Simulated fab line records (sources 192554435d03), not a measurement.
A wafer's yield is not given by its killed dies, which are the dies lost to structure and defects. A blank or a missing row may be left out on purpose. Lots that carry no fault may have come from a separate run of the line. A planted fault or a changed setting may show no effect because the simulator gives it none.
Lot-split experiment | flow n5Finfet | on a route of 1938 steps: 7 lots, 21 wafers read

== ON THE SPLIT ==
At N5_MOL_CONTACT_COAG_VIA_ETCH_46 (etches SiO2 in C4F6/O2, target depth 46 nm, overetch 9.2 nm, time 40 s), the setting biasW was moved away from the recipe's 455 W on 5 of the 21 wafers read, by -14.6% to +14.3%. This setting was run at the recipe's value on the other wafers.

The split's own step is where the reading is taken.

== THE READING ==
rfVppV, in V, at N5_MOL_CONTACT_COAG_VIA_ETCH_46 (etches SiO2 in C4F6/O2, target depth 46 nm, overetch 9.2 nm, time 40 s). A value of 1588 V with a standard deviation of 9.3 V is what fault-free wafers of this fab line usually give.

wafer  | tool, chamber at the split | biasW as run, W | against the recipe | rfVppV, V | against lot-mates on the recipe
L075.1 | rieDiel-06, 0              | 485             | +6.6%              | 1668      | +90
L075.4 | rieDiel-06, 2              | 455             | recipe             | 1569      | -
L075.6 | rieDiel-06, 1              | 455             | recipe             | 1587      | -
L079.1 | rieDiel-01, 2              | 455             | recipe             | 1588      | -
L079.2 | rieDiel-01, 0              | 455             | recipe             | 1588      | -
L079.5 | rieDiel-01, 1              | 455             | recipe             | 1598      | -
L084.3 | rieDiel-02, 2              | 455             | recipe             | 1580      | -
L084.4 | rieDiel-02, 3              | 455             | recipe             | 1591      | -
L084.6 | rieDiel-02, 1              | 455             | recipe             | 1577      | -
L086.2 | rieDiel-01, 2              | 455             | recipe             | 1585      | -
L086.3 | rieDiel-01, 3              | 455             | recipe             | 1596      | -
L086.5 | rieDiel-01, 2              | 455             | recipe             | 1586      | -
L085.2 | rieDiel-01, 1              | 519.9           | +14.3%             | 1762      | +166
L085.5 | rieDiel-01, 3              | 455             | recipe             | 1595      | -
L085.6 | rieDiel-01, 1              | 455             | recipe             | 1597      | -
L088.2 | rieDiel-01, 0              | 388.5           | -14.6%             | 1408      | no lot-mate on the recipe
L088.3 | rieDiel-01, 1              | 388.5           | -14.6%             | 1419      | no lot-mate on the recipe
L088.4 | rieDiel-01, 3              | 388.5           | -14.6%             | 1417      | no lot-mate on the recipe
L090.2 | rieDiel-01, 0              | 455             | recipe             | 1586      | -
L090.4 | rieDiel-01, 1              | 455             | recipe             | 1597      | -
L090.6 | rieDiel-01, 3              | 455             | recipe             | 1595      | -

THE FIT
A straight line over all 21 wafers: rfVppV changes by +12 V for each +1% of biasW; r = +1.00; the points scatter about the line by 7.5 V.
The same after taking each lot's own level away (the mean of its wafers on the recipe; 18 wafers): +12 V for each +1%; r = +0.99; scatter 6.2 V.
On that fit, the largest move of biasW shifts the reading by 1.7e+02 V.
The lots' own levels span 1578.0 to 1596.0 V, that is 1.9 times the standard deviation above.
So the lot-to-lot level changes the slope little: the two slopes agree.
Check: for one of the wafers moved furthest among these (+14.3%), held out of the fit, the line's prediction against its lot-mates is +195 V. It came out at +166 V against them.
Tool readings at the split's step, against how far the setting was moved: rfVppV r = +1.00.

== OTHER SPLITS ON THESE WAFERS ==
Other splits were also applied to these wafers ahead of the reading. Each is held against what the fit with the lots' levels taken away leaves over:
other split on the same wafers      | wafers away from the commonest value | r with rfVppV (lot level and that fit taken away)
N5_HKMG_FIN_EXPOSE_46 doseMj        | 4                                    | -0.23
N5_GATE_CUT_COAT_27 spinRpm         | 5                                    | +0.33
N5_GATE_CUT_EXPOSE_10 doseMj        | 8                                    | -0.03
N5_MOL_CONTACT_COAG_ETCH_91 sourceW | 7                                    | -0.41

== FILE'S OWN FIT ==
rfVppV changes by +11.9 V for each +1% of biasW, r = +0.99.
